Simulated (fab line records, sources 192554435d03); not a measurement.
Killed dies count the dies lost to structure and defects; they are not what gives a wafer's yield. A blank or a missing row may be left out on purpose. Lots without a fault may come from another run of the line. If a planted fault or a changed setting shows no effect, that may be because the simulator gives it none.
A struck lot beside a sound one | flow n5-finfet | 37 out of 1938 route steps
Sound: wafers L577.2, L577.3, L577.6. Struck: wafer L589.2. (L589.1, L589.6 of the same lot were not struck and are left out.) The cause comes at the end.
Each step with rows lists, per side, the tool, then ch with its chambers, then its first start. Under that, the readings that differ: sound wafers | struck wafers | difference of the means | sigmas: that difference in standard deviations of wafers without a fault.
alike: readings with means less than 2 such deviations apart, plus words and numbers identical on both sides. not compared: withheld readings, readings lacking a value on some wafer, bounds such as >300 that could conceal the same value, and numbers that have no deviation in the record and whose values overlap.
A row with sigmas, a row that says differs or no value, or rows on one side alone: a step with any of these is where the two part. Numbers that don't overlap but have no deviation are shown without sigmas and don't part them. Lack of a reading on every wafer of one side parts them only where that side has two or more wafers.

first, 8 steps without rows for these wafers: N5_BEOL_M15_SPUTTER_43 (material TaN, target thk 15 nm, time 24.19 s); N5_BEOL_M15_SPUTTER_44 (material Ta, target thk 15 nm, time 24.19 s); N5_BEOL_M15_SPUTTER_45 (material Cu, target thk 100 nm, time 16.67 s); N5_BEOL_M15_ECD_47 (material Cu, target thk 1860 nm); N5_BEOL_M15_ANNEAL_48 (time 90 s); N5_BEOL_M15_CMP_49 (polishes, stops on SiO2, t overpolish 4.9 s, target thk 850 nm); N5_BEOL_M15_PRE_CLEAN_52 (time 15 s); N5_BEOL_M15_DEP_53 (deposits SiCN from 3MS/NH3, target thk 50 nm, time 17.8 s).
N5_PASSIVATION_PECVD_00: deposits SiO2 from SiH4/N2O, target thk 200 nm, time 11.2 s.
  sound on pecvd-04 ch 1,2, day 14 16:07; struck on pecvd-04 ch 1, day 19 03:56
  reading                                        | sound           | struck | difference | sigmas
  throttle-valve-pct (%)                         | 53.1 53.1 52.7  | 45.4   | -7.6       | -4
  model.SiO2_of_PASSIVATION_PECVD_00.thk-nm (nm) | 198.2 200 202.6 | 189.8  | -10.5      |
  alike: chamber-pressure-Torr, heater-power-w, showerhead-plenum-p-Torr, showerhead-vpp-V
  not compared: rf-fwd-power-W
then, 26 steps without rows for these wafers: N5_MIM_BOT_DEGAS_01 (time 60 s); N5_MIM_BOT_SPUTTER_00 (material TiN, target thk 35 nm, time 89.7 s); N5_MIM_TOP_ALD_00 (deposits Al2O3, purge time 3 s, co reactant pulse time 3 s); N5_MIM_TOP_ALD_01 (deposits HfO2, target thk 5.6 nm, pulse time 1 s, purge time 3 s); N5_MIM_TOP_ALD_02 (deposits Al2O3, purge time 3 s, co reactant pulse time 3 s); N5_MIM_TOP_DEGAS_04 (time 60 s); N5_MIM_TOP_SPUTTER_03 (material TiN, target thk 35 nm, time 89.7 s); N5_MIM_TOP_LITHO_HMDS_01 (time 60 s); N5_MIM_TOP_LITHO_COAT_02; N5_MIM_TOP_LITHO_EBR_04; N5_MIM_TOP_LITHO_SOFTBAKE_03 (time 90 s); N5_MIM_TOP_LITHO_EXPOSE_05 (exposes mask MIM TOP, target cd 2000 nm); N5_MIM_TOP_LITHO_PEB_06; N5_MIM_TOP_LITHO_DEVELOP_07 (develop time 60 s); N5_MIM_TOP_LITHO_HARDBAKE_09 (time 120 s); N5_MIM_TOP_LITHO_DESCUM_10 (chemistry O2, time 7.9 s); N5_MIM_TOP_ETCH_ETCH_00 (etches TiN in Cl2/BCl3, target depth 38.5 nm); N5_MIM_TOP_ETCH_STRIP_01 (strips in O2); N5_MIM_TOP_ETCH_PECVD_03 (deposits SiNx from SiH4/NH3/N2, target thk 20 nm, time 17.6 s); N5_MIM_BOT_LITHO_HMDS_01 (time 60 s); N5_MIM_BOT_LITHO_COAT_02; N5_MIM_BOT_LITHO_EBR_04; N5_MIM_BOT_LITHO_SOFTBAKE_03 (time 90 s); N5_MIM_BOT_LITHO_EXPOSE_05 (exposes mask MIM BOT); N5_MIM_BOT_LITHO_PEB_06; N5_MIM_BOT_LITHO_DEVELOP_07 (develop time 60 s).
N5_MIM_BOT_ETCH_ETCH_00: etches TiN in Cl2/BCl3, target depth 45.5 nm.
  sound on rie-metal-03 ch 0, day 14 19:17; struck on rie-metal-03 ch 0, day 19 11:17
  reading                                        | sound           | struck | difference | sigmas
  model.SiO2_of_PASSIVATION_PECVD_00.thk-nm (nm) | 195.6 197.4 200 | 187.2  | -10.5      |
  alike: drypump-motor-current-A, oes_ar_750_au, oes-product-au, rf-fwd-power-W, throttle-valve-pct
  not compared: rf-hours-counter-h
N5_PASSIVATION_PROBE_49:
  the record holds rows for the sound wafers here (prober-02, day 15 04:43) but none for the struck ones

## WHERE THEY PART
At N5_PASSIVATION_PECVD_00 first; at N5_PASSIVATION_PROBE_49 last (within this record only).

WHY: whatever the simulator had introduced
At N5_PASSIVATION_PECVD_00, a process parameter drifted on pecvd-04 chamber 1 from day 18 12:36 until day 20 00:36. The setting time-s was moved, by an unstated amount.
